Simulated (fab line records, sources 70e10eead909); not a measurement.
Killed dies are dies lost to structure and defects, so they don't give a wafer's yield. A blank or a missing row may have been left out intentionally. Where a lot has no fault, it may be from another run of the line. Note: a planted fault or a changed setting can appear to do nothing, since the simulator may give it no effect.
One fault through the eyes of 3 desks	flow nand_harc	what lay behind the numbers comes last; until then each desk has only its own

FROM THE METROLOGY DESK
What the gauges read, lot by lot, whatever tool the lot ran on: means of the sampled wafers that have a number. If a lot's mean is further than 4 standard deviations from the usual mean, the lot is out of limits and carries the mark OUT (the distance appears in the brackets).
Columns: A = cd_nm at NHARC_A_SLIT_CD_MEAS_09, usual 300.0 nm
lot	first seen here	A
L407	day 20 02:58	299.6
L408	day 20 07:15	300.1
L410	day 20 21:26	299.7
L412	day 20 22:59	299.8
L411	day 21 00:15	299.4
L409	day 21 01:15	300.3
L413	day 21 19:31	300.1
L415	day 22 11:13	299.5
L425	day 27 00:10	299.9
L426	day 27 14:35	300.3
L428	day 29 12:00	300.4
L430	day 30 01:32	299.7
Finding of this desk: none of the 12 lots has anything out of limits.

THE DEFECT DESK
Counts from the inspections along the route, per lot, as means over the sampled wafers that have a number. If a lot's mean is further than 4 standard deviations from the usual mean, the lot is out of limits and carries the mark OUT (the distance appears in the brackets).
Columns: A = raw_defect_count at NHARC_A_WL_FILL_INSPECT_15, usual 478
lot	first seen here	A
L407	day 21 10:56	450
L408	day 21 23:20	718
L410	day 22 04:20	330
L412	day 22 04:21	484
L411	day 22 11:19	429
L409	day 22 11:20	523
L413	day 23 03:14	454
L415	day 23 17:59	515
L425	day 28 11:14	387
L426	day 28 22:05	349
L428	day 31 00:58	501
L430	day 31 09:20	347
Finding of this desk: none of the 12 lots has anything out of limits.

DESK OF THE TOOL OWNER: cmp-03
The tool's own readings at NHARC_A_WL_FILL_CMP_12 (polishes, t overpolish 30 s, target thk 100 nm): means of the sampled wafers that have a number, for each lot that ran on this tool. If a lot's mean is further than 4 standard deviations from the usual mean, the lot is out of limits and carries the mark OUT (the distance appears in the brackets).
Columns: A = motor_current_A at NHARC_A_WL_FILL_CMP_12, usual 11.9 A; B = overpolish_run_s at NHARC_A_WL_FILL_CMP_12, usual 30.001 s; C = time_to_endpoint_s at NHARC_A_WL_FILL_CMP_12, usual 20.5 s
lot	first seen here	A	B	C
L408	day 21 22:53	10.2	30.004	21.2
L412	day 22 03:52	10.9	30.002	17.7
L425	day 28 10:46	10.6	30.000	13.4
Finding of this desk: none of the 3 lots has anything out of limits.

ALL TOGETHER
At the metrology desk, nothing out of limits was observed.
No out-of-limits result turned up at the defect desk.
The desk of the tool owner found nothing out of limits.

WHAT THE SIMULATOR PUT IN
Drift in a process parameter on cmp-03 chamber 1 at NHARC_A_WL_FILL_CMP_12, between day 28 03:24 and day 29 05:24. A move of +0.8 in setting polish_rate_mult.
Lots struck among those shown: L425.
